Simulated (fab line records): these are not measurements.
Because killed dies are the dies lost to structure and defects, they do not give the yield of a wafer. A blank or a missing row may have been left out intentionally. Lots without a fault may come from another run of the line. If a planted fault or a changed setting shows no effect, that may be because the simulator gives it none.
Lot-split experiment -- flow n5Finfet -- 39 wafers read across 7 lots, on a route 1938 steps long

SPLIT DETAILS
At N5_MOL_CONTACT_COAG_ETCH_124 (etches SiNx in CH3F/O2, stops on SiOC, target depth 6.5 nm), the setting targetDepthA was moved away from the recipe's 65 angstrom on 15 of the 39 wafers read, by -49.0% to +41.6%. This setting was run at the recipe's value on the other wafers.

No step appears in the file between the split and the reading.

THE READING
SOC_of_MOL_CONTACT_COAG_COAT_62.thkNm (the simulator's own value, which no gauge read), in nm, at N5_MOL_CONTACT_COAG_ETCH_48 (etches SiOC in C4F6/O2, target depth 15 nm, overetch 4.5 nm, time 17 s). The file gives no usual value for it. Across the 24 wafers here that went through the recipe, the average is 45.8 nm and the standard deviation 0.32 nm.

wafer,"tool, chamber at the split","targetDepthA as run, angstrom",against the recipe,"SOC_of_MOL_CONTACT_COAG_COAT_62.thkNm, nm",against lot-mates on the recipe
L074.1,"rieDiel-01, 0",92.07,+41.6%,44.4,-1.3
L074.5,"rieDiel-01, 0",92.07,+41.6%,44.4,-1.3
L074.2,"rieDiel-01, 3",65,recipe,46,-
L074.3,"rieDiel-01, 1",65,recipe,45.4,-
L074.4,"rieDiel-01, 2",65,recipe,45.8,-
L074.6,"rieDiel-01, 3",92.07,+41.6%,44.6,-1.1
L078.1,"rieDiel-01, 2",65,recipe,45.4,-
L078.5,"rieDiel-01, 0",65,recipe,45.4,-
L078.2,"rieDiel-01, 0",47.47,-27.0%,46.4,+1.1
L078.3,"rieDiel-01, 3",65,recipe,45.2,-
L078.4,"rieDiel-01, 1",47.47,-27.0%,46.2,+0.9
L078.6,"rieDiel-01, 1",47.47,-27.0%,46,+0.7
L087.1,"rieDiel-03, 3",65,recipe,46.2,-
L087.5,"rieDiel-03, 3",65,recipe,46.2,-
L087.2,"rieDiel-03, 2",65,recipe,46,-
L087.4,"rieDiel-03, 1",65,recipe,46,-
L087.6,"rieDiel-03, 2",65,recipe,46,-
L087.3,"rieDiel-03, 0",65,recipe,45.6,-
L090.1,"rieDiel-03, 2",65,recipe,46,-
L090.6,"rieDiel-03, 2",65,recipe,46,-
L090.2,"rieDiel-03, 3",65,recipe,46.2,-
L091.1,"rieDiel-03, 1",65,recipe,46,-
L091.5,"rieDiel-03, 1",65,recipe,46,-
L091.2,"rieDiel-03, 2",33.13,-49.0%,47.6,+1.7
L091.3,"rieDiel-03, 3",33.13,-49.0%,47.8,+1.9
L091.4,"rieDiel-03, 0",65,recipe,45.6,-
L091.6,"rieDiel-03, 0",33.13,-49.0%,47.2,+1.3
L093.1,"rieDiel-04, 3",65,recipe,45.4,-
L093.2,"rieDiel-04, 0",53.75,-17.3%,46.2,+0.5
L093.3,"rieDiel-04, 2",53.75,-17.3%,46.6,+0.9
L093.4,"rieDiel-04, 0",53.75,-17.3%,46,+0.3
L093.5,"rieDiel-04, 2",65,recipe,46,-
L093.6,"rieDiel-04, 3",65,recipe,45.6,-
L095.1,"rieDiel-01, 3",65,recipe,45.2,-
L095.2,"rieDiel-01, 2",39.52,-39.2%,47,+1.6
L095.3,"rieDiel-01, 0",65,recipe,45.6,-
L095.4,"rieDiel-01, 1",39.52,-39.2%,46.6,+1.2
L095.5,"rieDiel-01, 3",39.52,-39.2%,46.6,+1.2
L095.6,"rieDiel-01, 2",65,recipe,45.4,-

FIT RESULTS
A straight line over all 39 wafers: SOC_of_MOL_CONTACT_COAG_COAT_62.thkNm changes by -0.0302 nm for each +1% of targetDepthA; r = -0.90; the points scatter about the line by 0.32 nm.
The same after taking each lot's own level away (the mean of its wafers on the recipe; 39 wafers): -0.0327 nm for each +1%; r = -0.96; scatter 0.2 nm.
Per that fit: largest targetDepthA move, reading shift of 1.6 nm.
The lots' own levels span 45.33 to 46.07 nm, that is 2.3 times the standard deviation above.
The two slopes agree, so the slope changes little with the lot-to-lot level.
Check: for one of the wafers moved furthest among these (-49.0%), held out of the fit, the line's prediction against its lot-mates is +1.6 nm. Against them it came out at +1.73 nm.

THE OTHER SPLITS THESE WAFERS WENT THROUGH
These wafers also went through other splits before the reading. Each is held against what the fit with the lots' levels taken away leaves over:
other split on the same wafers,wafers away from the commonest value,r with SOC_of_MOL_CONTACT_COAG_COAT_62.thkNm (lot level and that fit taken away)
N5_FIN_SAQP_HM_DEP_03 timeS,9,-0.22
N5_FIN_SAQP_ETCH_65 timeS,15,-0.03
N5_ILD0_ALD_15 aldCycles,18,+0.04

THE WHOLE CHAIN: every reading that the file lists as answering this split, in the file's order
step,what it does,reading,change (the file's fit),r (the file's)
N5_MOL_CONTACT_COAG_ETCH_124,"etches SiNx in CH3F/O2, stops on SiOC, target depth 6.5 nm","SOC_of_MOL_CONTACT_COAG_COAT_62.thkNm (the simulator's own value, which no gauge read)",-0.0323 nm for each +1% of the setting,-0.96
N5_MOL_CONTACT_COAG_ETCH_124,"etches SiNx in CH3F/O2, stops on SiOC, target depth 6.5 nm","etch.depthNm (the simulator's own value, which no gauge read)","not straight: 3.289 at the lowest setting, 4.998 at the recipe, 4.993 at the highest",not given
N5_MOL_CONTACT_COAG_ETCH_48,"etches SiOC in C4F6/O2, target depth 15 nm, overetch 4.5 nm, time 17 s","SOC_of_MOL_CONTACT_COAG_COAT_62.thkNm (the simulator's own value, which no gauge read)",-0.0329 nm for each +1% of the setting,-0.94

FILE'S OWN FIT
SOC_of_MOL_CONTACT_COAG_COAT_62.thkNm changes by -0.0329 nm for each +1% of targetDepthA, r = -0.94.
